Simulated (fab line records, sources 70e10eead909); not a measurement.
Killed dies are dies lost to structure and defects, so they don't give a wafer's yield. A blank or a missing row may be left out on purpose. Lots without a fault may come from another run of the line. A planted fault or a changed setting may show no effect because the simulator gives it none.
A struck lot beside a sound one | flow nand_harc | 14 steps out of a route of 1159
Sound: wafers L625.1, L625.4, L625.6. Struck: wafers L622.4, L622.5, L622.6. The cause comes at the end.
At each step with rows: each side's tool, then ch and its chambers, then its first start. Under that, the readings that differ: sound wafers | struck wafers | difference of the means | sigmas: that difference in standard deviations of wafers without a fault.
alike: readings whose means differ by less than 2 such deviations, and words and numbers that are the same on both sides. not compared: withheld readings, readings that some wafer has no value for, bounds like >300 that may hide the same value, and numbers for which the record gives no deviation and whose values overlap.
The two part at a step that has a row with sigmas, a row that says differs or no value, or rows on one side only. Numbers that don't overlap but have no deviation are shown without sigmas and don't part them. A reading that every wafer of one side lacks parts them only if that side has two wafers or more.

NHARC_A_WL_FILL_STRIP_27: strips in N2/H2, time 20 s.
  sound on plasma_asher-01 ch 0, day 15 05:39; struck on plasma_asher-01 ch 0,1, day 15 01:46
  alike: drypump_motor_current_A, heater_power_w
  not compared: rf_hours_counter_h
then, 4 steps without rows for these wafers: NHARC_A_WL_FILL_STRIP_28 (strips in post etch residue remover, time 1200 s); NHARC_A_WL_FILL_PRECLEAN_06 (cleans in DIW, time 300 s); NHARC_A_WL_FILL_SRD_07; NHARC_A_WL_FILL_ANNEAL_08 (time 1800 s).
NHARC_A_WL_FILL_ALD_10: deposits SiO2, target thk 50 nm, pulse time 10 s, ald cycles 500.
  sound on ald_hk-02 ch 0,1, day 15 10:52; struck on ald_hk-01 ch 0,3, day 15 07:46
  alike: heater_power_w, precursor_pulse_height_rel
  not compared: since_wet_clean_h
NHARC_A_WL_FILL_ETCHBACK_16: etches the open film in C4F8/O2/Ar, target depth 88 nm, time 17.6 s.
  sound on rie_diel-13 ch 1,3; struck on rie_diel-09 ch 1,2,3
  alike: oes_product_au, rf_vpp_V
  not compared: rf_hours_counter_h
NHARC_A_WL_FILL_STRIP_29: strips in O2, time 20 s.
  sound on rie_diel-13 ch 0,2, day 15 15:33; struck on rie_diel-09 ch 2,3, day 15 15:26
  alike: drypump_motor_current_A, oes_product_au, rf_vpp_V, showerhead_plenum_p_Torr, throttle_valve_pct
  not compared: rf_hours_counter_h
NHARC_A_WL_FILL_ETCHBACK_17: etches the open film in Cl2/BCl3, target depth 4 nm, time 26.7 s.
  sound on rie_metal-01 ch 0,1, day 15 15:39; struck on rie_metal-02 ch 0,1, day 15 15:35
  alike: drypump_motor_current_A, oes_product_au
  not compared: rf_hours_counter_h
then, 2 steps without rows for these wafers: NHARC_A_WL_FILL_PRECLEAN_18 (cleans in dHF, time 30 s); NHARC_A_WL_FILL_SRD_21.
NHARC_A_WL_FILL_CVD_23: deposits poly-Si, target thk 40 nm, time 800 s.
  sound on lpcvd_poly-02 ch 0, day 15 18:10; struck on lpcvd_poly-02 ch 0, day 17 00:10
  alike: spike_tc_upper_C, zone_power_centre_pct
then, 1 step without rows for these wafers: NHARC_A_WL_FILL_ETCHBACK_26 (etches the open film in HBr, target depth 52 nm, time 13.3 s).
-- the record jumps here: 4 days lie between the struck wafers' starts before and after (it left off in module A_WL_FILL and takes up again in module END, whose first step shown is number 1159 of the route) --
NHARC_END_SORT_01:
  the record has rows for the struck wafers here (prober-02 ch 0, day 20 15:34) and none for the sound ones

WHERE THEY PART
Only at NHARC_END_SORT_01, within this record.

WHY: what the simulator had put in
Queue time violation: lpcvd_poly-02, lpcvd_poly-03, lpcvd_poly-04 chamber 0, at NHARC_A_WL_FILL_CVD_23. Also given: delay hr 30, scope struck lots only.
